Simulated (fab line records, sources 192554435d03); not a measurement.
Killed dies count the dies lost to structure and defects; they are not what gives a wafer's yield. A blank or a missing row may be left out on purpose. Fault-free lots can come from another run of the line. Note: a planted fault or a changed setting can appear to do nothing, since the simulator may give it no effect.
2 desks, one fault :: flow n5 finfet :: each desk has only its own numbers; what lay behind them comes last

THE DEFECT DESK
Lot by lot, what the route's inspections counted, given as the mean of those sampled wafers with a number. Marked OUT: a lot whose mean sits more than 4 standard deviations from the usual mean, which makes it out of limits; the brackets give that distance.
Columns: A = raw defect count at N5_BEOL_M1_INSPECT_59, usual 71; B = raw defect count at N5_BEOL_M2_INSPECT_13, usual 385
lot: L480
first seen here: day 7 01:50
A: 62
B: 363

lot: L494
first seen here: day 10 05:42
A: 496 (+18) OUT
B: 735 (+4.5) OUT

lot: L493
first seen here: day 10 05:57
A: 80
B: 500

lot: L495
first seen here: day 10 09:38
A: 514 (+19) OUT
B: 808 (+5.5) OUT
This desk finds L494, L495 out of limits, L494 being first, at day 10 05:42 (raw defect count at N5_BEOL_M1_INSPECT_59). L480, L493 stayed within limits.

THE METROLOGY DESK
Lot by lot, what the gauges showed, no matter which tool ran the lot: averages of those sampled wafers that carry a number. Marked OUT: a lot whose mean sits more than 4 standard deviations from the usual mean, which makes it out of limits; the brackets give that distance. Only the readings that lie furthest out on some lot appear, 7 of the 10 it has.
Columns: A = DIBL_N at N5_BEOL_M4_RC_MEAS_101, usual 36.0 mV/V; B = IOFF_N at N5_BEOL_M4_RC_MEAS_101, usual 0.16 nA/um; C = IOFF_P at N5_BEOL_M4_RC_MEAS_101, usual 0.21 nA/um; D = ION_N at N5_BEOL_M4_RC_MEAS_101, usual 671 uA/um; E = ION_P at N5_BEOL_M4_RC_MEAS_101, usual 461 uA/um; F = VT_N at N5_BEOL_M4_RC_MEAS_101, usual 251 mV; G = VT_P at N5_BEOL_M4_RC_MEAS_101, usual -250 mV
lot: L480
first seen here: day 8 21:24
A: 31.8
B: 0.10
C: 0.15
D: 645
E: 446
F: 259
G: -258

lot: L495
first seen here: day 12 07:10
A: 36.9
B: 0.18
C: 0.23
D: 690
E: 467
F: 248
G: -250

lot: L494
first seen here: day 12 11:51
A: 38.2
B: 0.23
C: 0.29
D: 686
E: 470
F: 243
G: -245

lot: L493
first seen here: day 12 12:50
A: 36.5
B: 0.16
C: 0.21
D: 680
E: 463
F: 248
G: -251
This desk found nothing out of limits on any of the 4 lots.

TAKEN TOGETHER
The defect desk could have raised an alarm at day 10 05:42, on L494, L495.
The metrology desk saw nothing out of limits.
The metrology desk holds a record of L494, L495, inside its limits.
All the named lots went through N5_BEOL_M1_PRE_CLEAN_56 on pecvd-01.

WHAT THE SIMULATOR HAD PUT IN
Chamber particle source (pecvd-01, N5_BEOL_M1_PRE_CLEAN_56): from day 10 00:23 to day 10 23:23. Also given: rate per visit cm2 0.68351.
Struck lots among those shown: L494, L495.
Hours from the fault's start to each desk's first reading out of limits: the defect desk, 5.
